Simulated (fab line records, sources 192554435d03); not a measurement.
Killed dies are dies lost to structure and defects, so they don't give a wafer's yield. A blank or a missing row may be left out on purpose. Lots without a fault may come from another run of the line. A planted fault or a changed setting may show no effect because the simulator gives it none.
Chamber matching | flow n5_finfet | N5_BEOL_M0_CUTY_ETCH_62 on rie_diel-01: 4 sister chambers
The step etches SiARC in CF4, time 58.5 s. 16 wafers are shown with their chamber, then 8 later ones without.

WAFERS WITH THEIR CHAMBER
wafer  | chamber | drypump_motor_current_A (A) | showerhead_plenum_p_Torr (Torr) | throttle_valve_pct (%)
L075.2 | 3       | 5.1                         | 2.11                            | 15.34
L075.3 | 2       | 4.9                         | 2.05                            | 15.57
L075.5 | 3       | 5.1                         | 2.11                            | 15.32
L078.1 | 2       | 4.9                         | 2.05                            | 15.58
L078.4 | 0       | 6.8                         | 2.15                            | 15.70
L078.6 | 3       | 5.1                         | 2.11                            | 15.32
L080.1 | 3       | 5.1                         | 2.11                            | 15.37
L080.3 | 1       | 6.2                         | 2.25                            | 15.52
L080.4 | 2       | 4.9                         | 2.05                            | 15.61
L086.3 | 2       | 4.9                         | 2.04                            | 15.63
L086.4 | 1       | 6.1                         | 2.25                            | 15.56
L086.5 | 3       | 5.1                         | 2.10                            | 15.36
L087.1 | 1       | 6.1                         | 2.25                            | 15.54
L087.4 | 2       | 4.9                         | 2.04                            | 15.60
L087.5 | 1       | 6.2                         | 2.24                            | 15.54
L088.1 | 1       | 6.1                         | 2.24                            | 15.55

SIGNATURES (means of the wafers above)
reading                  | chamber 0 | chamber 1 | chamber 2 | chamber 3 | scatter within a chamber
drypump_motor_current_A  | 6.800     | 6.140     | 4.900     | 5.100     | 0.0316
showerhead_plenum_p_Torr | 2.1500    | 2.2460    | 2.0460    | 2.1080    | 0.00516
throttle_valve_pct       | 15.7000   | 15.5420   | 15.5980   | 15.3420   | 0.0209
Rule: a wafer's distance from a chamber is the root of the sum, over the readings, of the square of ((its reading less the chamber's mean) divided by the reading's scatter). The wafer belongs to the nearest chamber; if the next one is less than 2 further off, it can't be placed. The scatter: the root of (the sum of the squares of (reading less its chamber's mean) over the shown wafers, divided by (wafers less chambers)).

WAFERS WITHOUT THEIR CHAMBER
wafer  | drypump_motor_current_A (A) | showerhead_plenum_p_Torr (Torr) | throttle_valve_pct (%)
L088.3 | 6.8                         | 2.14                            | 15.75
L088.6 | 6.1                         | 2.24                            | 15.55
L094.2 | 6.2                         | 2.24                            | 15.56
L094.4 | 4.9                         | 2.04                            | 15.65
L094.6 | 6.2                         | 2.24                            | 15.57
L095.1 | 5.1                         | 2.10                            | 15.41
L095.4 | 6.1                         | 2.24                            | 15.57
L095.5 | 5.1                         | 2.10                            | 15.40

WHICH CHAMBER EACH WENT THROUGH
wafer  | from the rows above | in truth
L088.3 | 0                   | 0
L088.6 | 1                   | 1
L094.2 | 1                   | 1
L094.4 | 2                   | 2
L094.6 | 1                   | 1
L095.1 | 3                   | 3
L095.4 | 1                   | 1
L095.5 | 3                   | 3
Placed correctly: 8 of 8. Can't be placed from these rows: 0. Placed wrongly: 0.
